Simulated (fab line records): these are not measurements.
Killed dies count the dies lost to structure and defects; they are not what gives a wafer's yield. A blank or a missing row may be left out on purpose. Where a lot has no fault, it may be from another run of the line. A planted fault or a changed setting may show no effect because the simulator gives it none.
Which tool was responsible?	flow nand harc	12 lots, 36 wafers sampled, at 2 steps of a route of 1159

== WHAT THE GAUGES SHOWED, per wafer ==
NHARC_A_CONTACT_CD_MEAS_08: target cd 100 nm.
lot	measured	on	cd nm (nm)
L076	day 17 07:04	cd sem-01	100.3 101.0 99.9
L077	day 17 15:16	cd sem-02	99.9 100.1 99.7
L079	day 17 20:56	cd sem-03	100.0 99.9 100.1
L080	day 19 00:41	cd sem-01	100.5 99.7 100.3
L082	day 19 13:23	cd sem-02	99.5 99.6 99.5
L087	day 20 19:38	cd sem-03	100.1 100.1 100.0
L086	day 21 09:02	cd sem-03	99.8 99.8 99.5
L085	day 21 13:47	cd sem-03	100.3 99.4 100.5
L090	day 21 18:35	cd sem-01	100.0 99.9 100.0
L092	day 22 00:01	cd sem-01	99.4 99.5 100.0
L095	day 22 11:44	cd sem-01	99.4 99.8 99.7
L096	day 22 15:47	cd sem-01	100.5 99.5 100.1

== WHICH TOOL RAN EACH LOT (tool, then ch and the chambers of the sampled wafers, then the start) ==
lot	NHARC_A_CONTACT_DEP_84
L076	acl dep-01 ch 0, day 17 05:17
L077	acl dep-01 ch 0, day 17 13:17
L079	acl dep-02 ch 0, day 17 18:56
L080	acl dep-02 ch 0, day 18 22:50
L082	acl dep-03 ch 0, day 19 11:46
L087	acl dep-02 ch 0, day 20 18:11
L086	acl dep-03 ch 0, day 21 07:01
L085	acl dep-02 ch 0, day 21 12:00
L090	acl dep-02 ch 0, day 21 16:44
L092	acl dep-02 ch 0, day 21 22:14
L095	acl dep-02 ch 0, day 22 09:45
L096	acl dep-02 ch 0, day 22 14:05
- NHARC_A_CONTACT_DEP_84: deposits aC, target thk 2000 nm.

== THE ANSWER, worked out from the rows above alone ==
Rule: usual is defined by the lots themselves. The widest of any qualifying gaps counts: lots, ordered by their means at a reading, are off when they make up no more than a third of the lots, leave a main group of 4 or more, and stand apart from it by 3 or more times the standard deviation of that group's means. A main group is skipped when, at the precision printed for the reading in the tables above, its means are all equal. Also off: a lot with no number at a reading for which 4 or more lots have one. All remaining lots with rows at the step are treated as sound.
No lot is off at any reading shown: from this, nothing can be told.

== WHAT HAD BEEN PUT IN BY THE SIMULATOR ==
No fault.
